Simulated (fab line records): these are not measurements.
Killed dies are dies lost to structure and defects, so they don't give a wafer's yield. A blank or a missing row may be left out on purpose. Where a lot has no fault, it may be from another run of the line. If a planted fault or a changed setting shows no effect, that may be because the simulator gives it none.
fab line records -- flow n5_finfet
[record] lots = 6, wafers = 18, last_day = 20
route steps=1938 shown BEOL_M15@1784
lots that met no fault: taken from a fault-free run of the same line
start_h: hours from the record's opening day to when the first of the lot's shown wafers began -- wait_h: hours since the lot's step before -- " same as the row above -- L1.1+2: one row covering several wafers at once -- - no value, or no start given -- * or withheld: withheld -- < > ~ a bound
route shown NAME@n: names a module that has steps shown in the file, with the first one's number in the route -- usual: average and standard deviation across the fault-free wafers -- same: alike in all rows -- chamber/n: place in a boat -- sites: each site's reading -- _std_site: how widely they spread, as a standard deviation -- _edge_site: inner sites' mean taken away from outer sites' mean -- radius_mm: for every site, how far away it sits from the centre of the wafer -- mask NAME#n: copy n -- behind: the tool/chamber that last shaped the wafer -- hold: why the lot went on hold/how many hours it stayed there/how the hold came to an end -- device: which transistor (n, p or np) failed to switch -- end of line: at the end of the route, the tests of the same wafers -- a step without rows: its recipe alone -- killed: dies that structure and defects cost at the first sort, which is not the same as the wafer's yield -- map: a wafer's dies, marking killed ones x, the rest . and places with no die _
set.NAME: the setting as run; set.NAME@STEP: as run at that earlier step -- model.NAME: the simulator's own value behind a step, which no gauge read
certain route steps with their lots: each step a table, each wafer a row
services: a tool's chamber out of use, with start hour (start_h, from the record's first day; less than 0 if before it), hours out, and reason
[[steps]]
[step N5_BEOL_M15_OVL_MEAS_11]
[recipe] points_per_wafer = 44
[usual] V14_OVL = 3/5.8
lot.wafer,tool,chamber,start_h,wait_h,V14_OVL[nm]
L416.1,overlay-02,0,281.43,0.0,0
L416.3,overlay-02,0,281.43,0.0,6
L416.4,overlay-02,0,281.43,0.0,-1
L419.2,overlay-01,0,306.45,0.0,-2
L419.4,overlay-01,0,306.45,0.0,-7
L419.6,overlay-01,0,306.45,0.0,0
L426.2,overlay-01,0,395.26,0.0,9
L426.3,overlay-01,0,395.26,0.0,5
L426.5,overlay-01,0,395.26,0.0,-5
L430.2,overlay-01,0,423.10,0.0,9
L430.4,overlay-01,0,423.10,0.0,4
L430.5,overlay-01,0,423.10,0.0,14
L434.1,overlay-02,0,432.12,0.0,8
L434.2,overlay-02,0,432.12,0.0,2
L434.3,overlay-02,0,432.12,0.0,3
L435.1,overlay-02,0,451.85,0.0,-5
L435.4,overlay-02,0,451.85,0.0,-2
L435.5,overlay-02,0,451.85,0.0,-1
[step N5_BEOL_M15_INSPECT_12]
[recipe] mode = adi, inspect_instrument = macro
[usual] raw_defect_count = 2.0/1.4
lot.wafer,tool,chamber,start_h,wait_h,raw_defect_count
L416.1,defect_inspect-01,-,281.45,0.0,2
L416.3,defect_inspect-01,-,281.45,0.0,3
L416.4,defect_inspect-01,-,281.45,0.0,0
L419.2,defect_inspect-01,-,306.48,0.0,2
L419.4,defect_inspect-01,-,306.48,0.0,1
L419.6,defect_inspect-01,-,306.48,0.0,0
L426.2,defect_inspect-02,-,395.29,0.0,3
L426.3,defect_inspect-02,-,395.29,0.0,1
L426.5,defect_inspect-02,-,395.29,0.0,1
L430.2,defect_inspect-01,-,423.12,0.0,2
L430.4,defect_inspect-01,-,423.12,0.0,4
L430.5,defect_inspect-01,-,423.12,0.0,1
L434.1,defect_inspect-01,-,432.15,0.0,2
L434.2,defect_inspect-01,-,432.15,0.0,0
L434.3,defect_inspect-01,-,432.15,0.0,2
L435.1,defect_inspect-02,-,451.87,0.0,1
L435.4,defect_inspect-02,-,451.87,0.0,0
L435.5,defect_inspect-02,-,451.87,0.0,1
[step N5_BEOL_M15_DESCUM_15]
[recipe] chemistry = O2, time_s = 7.9, source_power_w = 50, bias_power_w = 20, pressure_mtorr = 20, rf_frequency_hz = 2.712e+07, temp_c = 40, o2_flow_sccm = 225
[usual] drypump_motor_current_A = 5.6/0.46, oes_product_au = 0.81/0.083, rf_vpp_V = 243.3/1.5, showerhead_plenum_p_Torr = 2.10/0.083, throttle_valve_pct = 20.45/0.19
lot.wafer,tool,chamber,start_h,wait_h,drypump_motor_current_A,oes_product_au,rf_hours_counter_h,rf_vpp_V,showerhead_plenum_p_Torr,throttle_valve_pct
L416.1,rie_diel-02,2,281.49,0.0,6.0,0.72,196,243.8,2.18,20.60
L416.3,rie_diel-02,3,281.49,0.0,5.8,0.75,123,240.4,2.01,20.79
L416.4,rie_diel-02,1,281.49,0.0,6.3,0.87,41,243.3,2.13,20.21
L419.2,rie_diel-02,2,306.51,0.0,6.0,0.71,203,245.1,2.17,20.62
L419.4,rie_diel-02,1,306.51,0.0,6.3,0.86,48,244.1,2.13,20.23
L419.6,rie_diel-02,0,306.51,0.0,5.6,0.85,-,241.2,2.05,20.43
L426.2,rie_diel-03,0,395.32,0.0,4.7,0.76,109,241.9,2.03,20.31
L426.3,rie_diel-03,3,395.32,0.0,5.5,0.83,81,244.2,2.21,20.35
L426.5,rie_diel-03,3,395.32,0.0,5.5,0.83,-,243.2,2.21,20.36
L430.2,rie_diel-02,3,423.30,0.2,5.8,0.73,165,241.3,2.00,20.85
L430.4,rie_diel-02,1,423.30,0.2,6.3,0.82,82,242.5,2.12,20.27
L430.5,rie_diel-02,1,423.30,0.2,6.3,0.82,-,243.6,2.12,20.28
L434.1,rie_diel-02,0,432.84,0.7,5.6,0.82,99,242.4,2.04,20.47
L434.2,rie_diel-02,3,432.84,0.7,5.8,0.72,169,241.1,2.00,20.86
L434.3,rie_diel-02,1,432.84,0.7,6.3,0.83,86,243.2,2.11,20.26
L435.1,rie_diel-06,1,451.91,0.0,5.6,0.93,20,243.7,2.14,20.53
L435.4,rie_diel-06,2,451.91,0.0,6.4,0.68,233,241.7,1.98,20.39
L435.5,rie_diel-06,0,451.91,0.0,5.2,0.83,-,242.7,2.03,20.35
[step N5_BEOL_M15_ETCH_59]
[recipe] chemistry = N2/H2, target = BARC, target_depth_a = 890, overetch_a = 267, time_s = 67.9, ion_energy_ev = 200, pressure_mtorr = 30, source_w = 840, bias_w = 150, n2_flow_sccm = 200, h2_flow_sccm = 200
[step N5_BEOL_M15_VIA_ETCH_16]
[recipe] chemistry = C4F8/O2/Ar, target = SiO2, he_inner_torr = 15, he_outer_torr = 30, target_depth_a = 17922, time_s = withheld, ion_energy_ev = 800, pressure_mtorr = 20, source_w = 1905, bias_w = 2040, Ar_flow_sccm = 400, C4F8_flow_sccm = 16, O2_flow_sccm = 12, ends = cleared
[usual] drypump_motor_current_A = 5.6/0.46, oes_o_777_au = 0.81/0.077, oes_product_au = 0.73/0.075, rf_vpp_V = 2219/20, showerhead_plenum_p_Torr = 3.45/0.12, throttle_valve_pct = 30.90/0.18
lot.wafer,tool,chamber,start_h,wait_h,drypump_motor_current_A,oes_o_777_au,oes_product_au,rf_vpp_V,showerhead_plenum_p_Torr,throttle_valve_pct
L416.1,rie_diel-02,2,281.57,0.0,6.0,0.74,0.64,2229,3.55,30.95
L416.3,rie_diel-02,3,281.57,0.0,5.8,0.77,0.68,2195,3.32,31.23
L416.4,rie_diel-02,1,281.57,0.0,6.4,0.86,0.78,2215,3.51,30.87
L419.2,rie_diel-02,2,306.60,0.0,6.0,0.74,0.64,2229,3.55,30.96
L419.4,rie_diel-02,1,306.60,0.0,6.3,0.85,0.77,2213,3.51,30.89
L419.6,rie_diel-02,0,306.60,0.0,5.6,0.87,0.78,2196,3.36,30.90
L426.2,rie_diel-03,0,395.41,0.0,4.8,0.76,0.70,2210,3.34,30.81
L426.3,rie_diel-03,3,395.41,0.0,5.5,0.82,0.74,2244,3.60,30.70
L426.5,rie_diel-03,3,395.41,0.0,5.5,0.82,0.74,2242,3.60,30.70
L430.2,rie_diel-02,3,423.38,0.0,5.8,0.73,0.66,2193,3.30,31.28
L430.4,rie_diel-02,1,423.38,0.0,6.4,0.80,0.74,2212,3.49,30.91
L430.5,rie_diel-02,1,423.38,0.0,6.4,0.80,0.73,2212,3.49,30.92
L434.1,rie_diel-02,0,432.93,0.0,5.6,0.82,0.74,2193,3.34,30.93
L434.2,rie_diel-02,3,432.93,0.0,5.8,0.73,0.65,2194,3.29,31.27
L434.3,rie_diel-02,1,432.93,0.0,6.3,0.79,0.74,2212,3.49,30.92
L435.1,rie_diel-06,1,452.00,0.0,5.6,0.91,0.82,2242,3.50,30.93
L435.4,rie_diel-06,2,452.00,0.0,6.5,0.71,0.62,2196,3.27,30.72
L435.5,rie_diel-06,0,452.00,0.0,5.2,0.82,0.74,2197,3.36,30.93
[step N5_BEOL_M15_STRIP_63]
[recipe] chemistry = O2, power_w = 600, temp_c = 60, pressure_mtorr = 30, rf_frequency_hz = 6e+07, bias_power_w = 0, overash_fraction = 0.3, o2_flow_sccm = 225
[usual] drypump_motor_current_A = 5.6/0.46, oes_product_au = 0.81/0.085, rf_vpp_V = 3.7/0.74, showerhead_plenum_p_Torr = 2.10/0.083, throttle_valve_pct = 16.67/0.2
lot.wafer,tool,chamber,start_h,wait_h,drypump_motor_current_A,oes_product_au,rf_hours_counter_h,rf_vpp_V,showerhead_plenum_p_Torr,throttle_valve_pct
L416.1,rie_diel-02,2,-,-,6.0,0.71,196,2.6,2.18,16.87
L416.3,rie_diel-02,3,-,-,5.8,0.75,124,4.2,2.02,17.01
L416.4,rie_diel-02,1,-,-,6.3,0.88,41,2.9,2.13,16.39
L419.2,rie_diel-02,2,-,-,6.0,0.72,203,3.6,2.18,16.88
L419.4,rie_diel-02,1,-,-,6.3,0.86,48,3.3,2.13,16.44
L419.6,rie_diel-02,0,-,-,5.6,0.86,-,4.5,2.05,16.63
L426.2,rie_diel-03,0,-,-,4.7,0.77,109,4.4,2.03,16.56
L426.3,rie_diel-03,3,-,-,5.5,0.82,82,3.7,2.21,16.55
L426.5,rie_diel-03,3,-,-,5.5,0.83,-,3.1,2.21,16.57
L430.2,rie_diel-02,3,-,-,5.8,0.72,166,3.0,2.00,17.09
L430.4,rie_diel-02,1,-,-,6.3,0.81,83,3.8,2.12,16.49
L430.5,rie_diel-02,1,-,-,6.3,0.82,-,2.7,2.12,16.44
L434.1,rie_diel-02,0,-,-,5.7,0.81,99,2.6,2.04,16.69
L434.2,rie_diel-02,3,-,-,5.8,0.71,169,3.8,2.00,17.12
L434.3,rie_diel-02,1,-,-,6.3,0.82,86,2.4,2.12,16.48
L435.1,rie_diel-06,1,-,-,5.6,0.91,21,3.3,2.15,16.72
L435.4,rie_diel-06,2,-,-,6.4,0.69,234,3.6,1.99,16.67
L435.5,rie_diel-06,0,-,-,5.2,0.82,-,3.7,2.04,16.58
[step N5_BEOL_M15_STRIP_64]
[recipe] chemistry = O2, power_w = 600, temp_c = 60, pressure_mtorr = 30, rf_frequency_hz = 6e+07, bias_power_w = 0, overash_fraction = 0.3, o2_flow_sccm = 225
[usual] drypump_motor_current_A = 5.6/0.47, oes_product_au = 0.81/0.084, rf_vpp_V = 3.7/0.5, showerhead_plenum_p_Torr = 2.10/0.083, throttle_valve_pct = 16.67/0.2
lot.wafer,tool,chamber,start_h,wait_h,drypump_motor_current_A,oes_product_au,rf_hours_counter_h,rf_vpp_V,showerhead_plenum_p_Torr,throttle_valve_pct
L416.1,rie_diel-02,2,-,-,6.0,0.71,196,4.3,2.18,16.87
L416.3,rie_diel-02,3,-,-,5.8,0.75,124,3.6,2.02,17.03
L416.4,rie_diel-02,1,-,-,6.3,0.87,41,3.3,2.13,16.41
L419.2,rie_diel-02,2,-,-,6.0,0.71,203,3.8,2.18,16.88
L419.4,rie_diel-02,1,-,-,6.3,0.87,48,4.0,2.13,16.42
L419.6,rie_diel-02,0,-,-,5.6,0.87,-,4.0,2.05,16.62
L426.2,rie_diel-03,0,-,-,4.7,0.77,109,4.4,2.03,16.58
L426.3,rie_diel-03,3,-,-,5.5,0.82,82,3.9,2.21,16.56
L426.5,rie_diel-03,3,-,-,5.5,0.83,-,3.9,2.21,16.59
L430.2,rie_diel-02,3,-,-,5.8,0.72,166,3.1,2.00,17.10
L430.4,rie_diel-02,1,-,-,6.3,0.82,83,4.2,2.12,16.50
L430.5,rie_diel-02,1,-,-,6.4,0.82,-,4.2,2.12,16.49
L434.1,rie_diel-02,0,-,-,5.6,0.81,99,3.6,2.04,16.70
L434.2,rie_diel-02,3,-,-,5.8,0.72,169,3.1,2.00,17.11
L434.3,rie_diel-02,1,-,-,6.3,0.82,86,4.0,2.12,16.51
L435.1,rie_diel-06,1,-,-,5.6,0.93,21,3.1,2.15,16.73
L435.4,rie_diel-06,2,-,-,6.4,0.69,234,2.7,1.99,16.68
L435.5,rie_diel-06,0,-,-,5.2,0.81,-,3.3,2.04,16.59
[step N5_BEOL_M15_STRIP_65]
[recipe] chemistry = post_etch_residue_remover, time_s = 60, temp_c = 25, remover_ph = withheld, remover_water_wt_pct = withheld, remover_fluoride_wt_pct = withheld
[step N5_BEOL_M15_SRD_66]
[recipe] time_s = 30, temp_c = 23, rinse_liquid = diw, dry = n2_spin, spin_rpm = 1500, dry_time_s = 30
[step N5_BEOL_M15_CD_MEAS_17]
[recipe] target_cd_nm = 360, polarity = opening
[usual] cd_nm = 361.3/1.7
lot.wafer,tool,chamber,start_h,wait_h,cd_nm
L416.1,cd_sem-02,-,281.99,0.0,362.0
L416.3,cd_sem-02,-,281.99,0.0,361.5
L416.4,cd_sem-02,-,281.99,0.0,360.3
L419.2,cd_sem-02,-,307.01,0.0,362.5
L419.4,cd_sem-02,-,307.01,0.0,361.7
L419.6,cd_sem-02,-,307.01,0.0,362.2
L426.2,cd_sem-02,-,395.82,0.0,362.1
L426.3,cd_sem-02,-,395.82,0.0,361.1
L426.5,cd_sem-02,-,395.82,0.0,360.7
L430.2,cd_sem-01,-,423.80,0.0,360.3
L430.4,cd_sem-01,-,423.80,0.0,361.3
L430.5,cd_sem-01,-,423.80,0.0,361.1
L434.1,cd_sem-01,-,433.34,0.0,362.3
L434.2,cd_sem-01,-,433.34,0.0,362.2
L434.3,cd_sem-01,-,433.34,0.0,358.8
L435.1,cd_sem-03,-,452.41,0.0,362.4
L435.4,cd_sem-03,-,452.41,0.0,361.3
L435.5,cd_sem-03,-,452.41,0.0,360.0
[step N5_BEOL_M15_COAT_56]
[recipe] resist = SOC, temp_c = 250, time_s = 60, spin_rpm = 1500, resist_thk_nm = 550
[step N5_BEOL_M15_ETCH_57]
[recipe] chemistry = N2/H2, target = SOC, source_w = 3000, bias_w = 350, time_s = 750, ion_energy_ev = 200, pressure_mtorr = 30, n2_flow_sccm = 200, h2_flow_sccm = 200
[usual] drypump_motor_current_A = 5.6/0.48, oes_product_au = 0.81/0.088, rf_vpp_V = 524.0/2.8, showerhead_plenum_p_Torr = 2.55/0.099, throttle_valve_pct = 17.73/0.19
lot.wafer,tool,chamber,start_h,wait_h,drypump_motor_current_A,oes_product_au,rf_hours_counter_h,rf_vpp_V,showerhead_plenum_p_Torr,throttle_valve_pct
L416.1,rie_diel-02,3,282.11,-,5.8,0.75,124,521.1,2.46,18.12
L416.3,rie_diel-02,2,282.11,-,6.0,0.71,196,527.4,2.62,17.81
L416.4,rie_diel-02,0,282.11,-,5.6,0.87,54,521.9,2.47,17.60
L419.2,rie_diel-06,2,307.11,-,6.4,0.72,190,519.8,2.42,17.60
L419.4,rie_diel-06,3,307.11,-,5.4,0.67,234,522.4,2.52,18.08
L419.6,rie_diel-06,0,307.11,-,5.2,0.88,-,521.3,2.48,17.54
L426.2,rie_diel-03,0,396.14,-,4.8,0.77,110,522.3,2.46,17.59
L426.3,rie_diel-03,2,396.14,-,5.3,0.88,49,527.4,2.69,17.70
L426.5,rie_diel-03,0,396.14,-,4.8,0.77,-,521.6,2.46,17.60
L430.2,rie_diel-06,1,423.92,-,5.6,0.94,11,525.6,2.60,17.80
L430.4,rie_diel-06,0,423.92,-,5.2,0.82,78,520.8,2.46,17.59
L430.5,rie_diel-06,2,423.92,-,6.4,0.69,-,518.2,2.40,17.66
L434.1,rie_diel-06,2,433.59,-,6.5,0.70,228,518.8,2.40,17.67
L434.2,rie_diel-06,3,433.59,-,5.4,0.94,4,523.1,2.51,17.68
L434.3,rie_diel-06,0,433.59,-,5.2,0.83,82,521.3,2.46,17.59
L435.1,rie_diel-03,1,452.51,-,6.1,0.89,39,524.7,2.59,17.68
L435.4,rie_diel-03,0,452.51,-,4.7,0.76,127,519.5,2.45,17.62
L435.5,rie_diel-03,1,452.51,-,6.0,0.90,-,524.5,2.59,17.69
[step N5_BEOL_M15_COAT_60]
[recipe] resist = BARC, temp_c = 205, time_s = 60, spin_rpm = 1500, resist_thk_nm = 89
[usual] dispense_pressure_kPa = 55.5/1.6, spin_speed_rpm = 1500.1/0.85
lot.wafer,tool,chamber,start_h,wait_h,dispense_pressure_kPa,spin_speed_rpm,model.BARC_of_BEOL_M15_COAT_60.thk_nm
L416.1,litho_track-04,0,282.62,0.3,54.0,1499.4,89.6
L416.3,litho_track-04,0,282.62,0.3,54.0,1499.4,89.4
L416.4,litho_track-04,0,282.62,0.3,54.0,1500.5,89.4
L419.2,litho_track-03,0,307.61,0.3,57.9,1500.8,89.2
L419.4,litho_track-03,0,307.61,0.3,57.8,1500.2,88.8
L419.6,litho_track-03,0,307.61,0.3,57.8,1500.5,89
L426.2,litho_track-04,0,396.64,0.3,54.0,1828.7,80.8
L426.3,litho_track-04,0,396.64,0.3,54.0,1828.6,80.8
L426.5,litho_track-04,0,396.64,0.3,54.1,1828.2,80.6
L430.2,litho_track-04,0,424.42,0.3,54.0,1829.0,81
L430.4,litho_track-04,0,424.42,0.3,54.0,1828.9,80.8
L430.5,litho_track-04,0,424.42,0.3,54.0,1827.8,81
L434.1,litho_track-05,0,434.09,0.3,55.9,1500.3,88.8
L434.2,litho_track-05,0,434.09,0.3,55.9,1500.0,88.8
L434.3,litho_track-05,0,434.09,0.3,55.9,1498.5,88.8
L435.1,litho_track-05,0,453.01,0.3,55.9,1499.6,89.4
L435.4,litho_track-05,0,453.01,0.3,55.9,1499.9,89.2
L435.5,litho_track-05,0,453.01,0.3,55.9,1499.7,89.2
[step N5_BEOL_M15_COAT_22]
[recipe] spin_rpm = 1704, resist_thk_nm = 800
[step N5_BEOL_M15_EBR_24]
[recipe] solvent = PGMEA, ebr_width_mm = 1.5
[step N5_BEOL_M15_SOFTBAKE_23]
[recipe] temp_c = 130, time_s = 60
[step N5_BEOL_M15_EXPOSE_25]
[recipe] mask_id = M15, na = 0.8, source_shape = annular, sigma_inner = 0.5, sigma_outer = 0.8, polarization = unpolarized, target_cd_nm = 400, dose_mj = 35.5
[step N5_BEOL_M15_PEB_26]
[recipe] peb_temp_c = 130, peb_time_s = 90
[step N5_BEOL_M15_DEVELOP_27]
[recipe] develop_time_s = 45, rinse_liquid = diw, dry = air_spin, dev_temp_c = 21
[step N5_BEOL_M15_HARDBAKE_32]
[recipe] temp_c = 130, time_s = 120
[step N5_BEOL_M15_CD_MEAS_28]
[recipe] target_cd_nm = 407.6, landing_energy_ev = 500, detector = se_inlens
[usual] cd_nm = 408.0/1.5
lot.wafer,tool,chamber,start_h,wait_h,cd_nm
L416.1,cd_sem-03,0,282.89,-,408.3
L416.3,cd_sem-03,0,282.89,-,407.6
L416.4,cd_sem-03,0,282.89,-,407.8
L419.2,cd_sem-02,0,308.01,-,405.4
L419.4,cd_sem-02,0,308.01,-,405.2
L419.6,cd_sem-02,0,308.01,-,405.1
L426.2,cd_sem-03,0,397.04,-,408.3
L426.3,cd_sem-03,0,397.04,-,409.0
L426.5,cd_sem-03,0,397.04,-,407.8
L430.2,cd_sem-02,0,424.70,-,407.8
L430.4,cd_sem-02,0,424.70,-,409.2
L430.5,cd_sem-02,0,424.70,-,409.2
L434.1,cd_sem-03,0,434.48,-,407.8
L434.2,cd_sem-03,0,434.48,-,407.0
L434.3,cd_sem-03,0,434.48,-,406.7
L435.1,cd_sem-01,0,453.28,-,410.5
L435.4,cd_sem-01,0,453.28,-,408.8
L435.5,cd_sem-01,0,453.28,-,408.9
[step N5_BEOL_M15_OVL_MEAS_29]
[recipe] points_per_wafer = 44
[usual] M15_OVL = 1/6.1
lot.wafer,tool,chamber,start_h,wait_h,M15_OVL[nm]
L416.1,overlay-01,0,282.92,0.0,0
L416.3,overlay-01,0,282.92,0.0,-3
L416.4,overlay-01,0,282.92,0.0,6
L419.2,overlay-02,0,308.04,0.0,7
L419.4,overlay-02,0,308.04,0.0,-4
L419.6,overlay-02,0,308.04,0.0,8
L426.2,overlay-01,0,397.07,0.0,1
L426.3,overlay-01,0,397.07,0.0,1
L426.5,overlay-01,0,397.07,0.0,-1
L430.2,overlay-02,0,424.73,0.0,-7
L430.4,overlay-02,0,424.73,0.0,-1
L430.5,overlay-02,0,424.73,0.0,4
L434.1,overlay-02,0,434.51,0.0,3
L434.2,overlay-02,0,434.51,0.0,2
L434.3,overlay-02,0,434.51,0.0,5
L435.1,overlay-02,0,453.31,0.0,-3
L435.4,overlay-02,0,453.31,0.0,-3
L435.5,overlay-02,0,453.31,0.0,-12
[step N5_BEOL_M15_INSPECT_30]
[recipe] mode = adi, inspect_instrument = macro
[usual] raw_defect_count = 1.9/1.5
lot.wafer,tool,chamber,start_h,wait_h,raw_defect_count
L416.1,defect_inspect-02,-,282.94,0.0,2
L416.3,defect_inspect-02,-,282.94,0.0,0
L416.4,defect_inspect-02,-,282.94,0.0,1
L419.2,defect_inspect-01,-,308.06,0.0,2
L419.4,defect_inspect-01,-,308.06,0.0,7
L419.6,defect_inspect-01,-,308.06,0.0,0
L426.2,defect_inspect-01,-,397.09,0.0,2
L426.3,defect_inspect-01,-,397.09,0.0,1
L426.5,defect_inspect-01,-,397.09,0.0,2
L430.2,defect_inspect-02,-,424.75,0.0,1
L430.4,defect_inspect-02,-,424.75,0.0,5
L430.5,defect_inspect-02,-,424.75,0.0,2
L434.1,defect_inspect-02,-,434.54,0.0,1
L434.2,defect_inspect-02,-,434.54,0.0,3
L434.3,defect_inspect-02,-,434.54,0.0,3
L435.1,defect_inspect-01,-,453.33,0.0,3
L435.4,defect_inspect-01,-,453.33,0.0,2
L435.5,defect_inspect-01,-,453.33,0.0,4
[step N5_BEOL_M15_DESCUM_33]
[recipe] chemistry = O2, time_s = 7.9, source_power_w = 50, bias_power_w = 20, pressure_mtorr = 20, rf_frequency_hz = 2.712e+07, temp_c = 40, o2_flow_sccm = 225
[step N5_BEOL_M15_ETCH_61]
[recipe] chemistry = N2/H2, target = BARC, target_depth_a = 890, overetch_a = 267, time_s = 67.9, ion_energy_ev = 200, pressure_mtorr = 30, source_w = 840, bias_w = 150, n2_flow_sccm = 200, h2_flow_sccm = 200
[usual] drypump_motor_current_A = 5.6/0.47, oes_product_au = 0.70/0.066, rf_vpp_V = 524.6/2.8, showerhead_plenum_p_Torr = 2.57/0.098, throttle_valve_pct = 17.82/0.18
lot.wafer,tool,chamber,start_h,wait_h,drypump_motor_current_A,oes_product_au,rf_hours_counter_h,rf_vpp_V,showerhead_plenum_p_Torr,throttle_valve_pct,model.etch.depth_nm
L416.1,rie_diel-03,2,283.01,0.0,5.3,0.80,17,528.1,2.71,17.75,89.57
L416.3,rie_diel-03,3,283.01,0.0,5.5,0.74,50,526.9,2.70,17.71,89.38
L416.4,rie_diel-03,2,283.01,0.0,5.3,0.80,-,528.2,2.71,17.73,89.42
L419.2,rie_diel-03,0,308.13,0.0,4.8,0.67,84,522.6,2.47,17.64,89.22
L419.4,rie_diel-03,1,308.13,0.0,6.0,0.85,2,525.9,2.60,17.75,88.88
L419.6,rie_diel-03,3,308.13,0.0,5.5,0.72,-,528.8,2.70,17.70,88.99
L426.2,rie_diel-03,3,398.19,0.0,5.5,0.66,83,528.4,2.68,17.73,80.74
L426.3,rie_diel-03,0,398.19,0.0,4.8,0.62,111,522.8,2.46,17.70,80.75
L426.5,rie_diel-03,2,398.19,0.0,5.3,0.70,-,527.6,2.69,17.81,80.61
L430.2,rie_diel-06,1,424.82,0.0,5.6,0.76,12,524.8,2.60,17.91,80.99
L430.4,rie_diel-06,2,424.82,0.0,6.5,0.58,225,520.4,2.40,17.75,80.86
L430.5,rie_diel-06,0,424.82,0.0,5.2,0.68,-,520.9,2.46,17.70,81.09
L434.1,rie_diel-02,2,434.61,0.0,6.0,0.58,241,526.4,2.60,17.99,88.87
L434.2,rie_diel-02,0,434.61,0.0,5.6,0.69,99,522.3,2.45,17.80,88.72
L434.3,rie_diel-02,1,434.61,0.0,6.3,0.69,87,523.7,2.56,17.78,88.82
L435.1,rie_diel-03,2,453.40,0.0,5.3,0.72,67,527.5,2.68,17.83,89.34
L435.4,rie_diel-03,3,453.40,0.0,5.5,0.69,99,527.0,2.68,17.75,89.19
L435.5,rie_diel-03,3,453.40,0.0,5.5,0.68,-,526.9,2.68,17.78,89.17
[step N5_BEOL_M15_TRENCH_ETCH_34]
[recipe] chemistry = C4F8/O2/Ar, target = SiO2, target_depth_a = 8729.3, he_inner_torr = 15, he_outer_torr = 30, time_s = 199, ion_energy_ev = 800, pressure_mtorr = 20, source_w = 1905, bias_w = 2040, Ar_flow_sccm = 400, C4F8_flow_sccm = 16, O2_flow_sccm = 12
[[services]]
tool,chamber,start_h,hours,kind
rie_diel-03,1,260.48,6.6,repair
rie_diel-03,1,280.85,-,clean
rie_diel-03,1,280.85,-,consumable_replace:focus_ring
rie_diel-03,1,280.85,20.3,scheduled_down
rie_diel-03,1,280.85,20.3,vent_cycle
rie_diel-03,3,318.68,3.2,repair
rie_diel-06,3,326.10,3.0,repair
rie_diel-06,1,356.46,-,clean
rie_diel-06,1,356.46,-,consumable_replace:focus_ring
rie_diel-06,1,356.46,29.5,scheduled_down
rie_diel-06,1,356.46,29.5,vent_cycle
rie_diel-03,2,381.01,1.2,repair
rie_diel-02,-,383.04,0.7,repair
rie_diel-06,-,385.21,14.6,pm
litho_track-03,-,386.17,-,consumable_replace:filter
rie_diel-03,1,388.62,8.8,repair
rie_diel-06,3,399.81,-,clean
rie_diel-06,3,399.81,-,consumable_replace:focus_ring
rie_diel-06,3,399.81,20.3,scheduled_down
rie_diel-06,3,399.81,20.3,vent_cycle
litho_track-04,-,405.45,-,consumable_replace:filter
rie_diel-02,2,428.98,2.7,repair
[[key]]
[first_sign] step = N5_BEOL_M15_COAT_60, reading = spin_speed_rpm, direction = up, sigmas = 99+, usual = *, struck = *
effect none on later readings
[model_effect] step = N5_BEOL_M15_COAT_60, value = BARC_of_BEOL_M15_COAT_60.thk_nm, without = 89.27, struck = 80.83
[model_effect] step = N5_BEOL_M15_ETCH_61, value = etch.depth_nm, without = 89.25, struck = 80.84
met_at N5_BEOL_M15_COAT_60
struck_wafers L426.2,L426.3,L426.5,L430.2,L430.4,L430.5
onset_between 282.62 396.64
[fault] kind = process_parameter_drift, tool = litho_track-04, chamber = -, onset_h = 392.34, steps = N5_BEOL_M15_COAT_60, channel = spin_rpm, offset = *, shape = step, end_h = 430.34, acts_in = *, stated = *
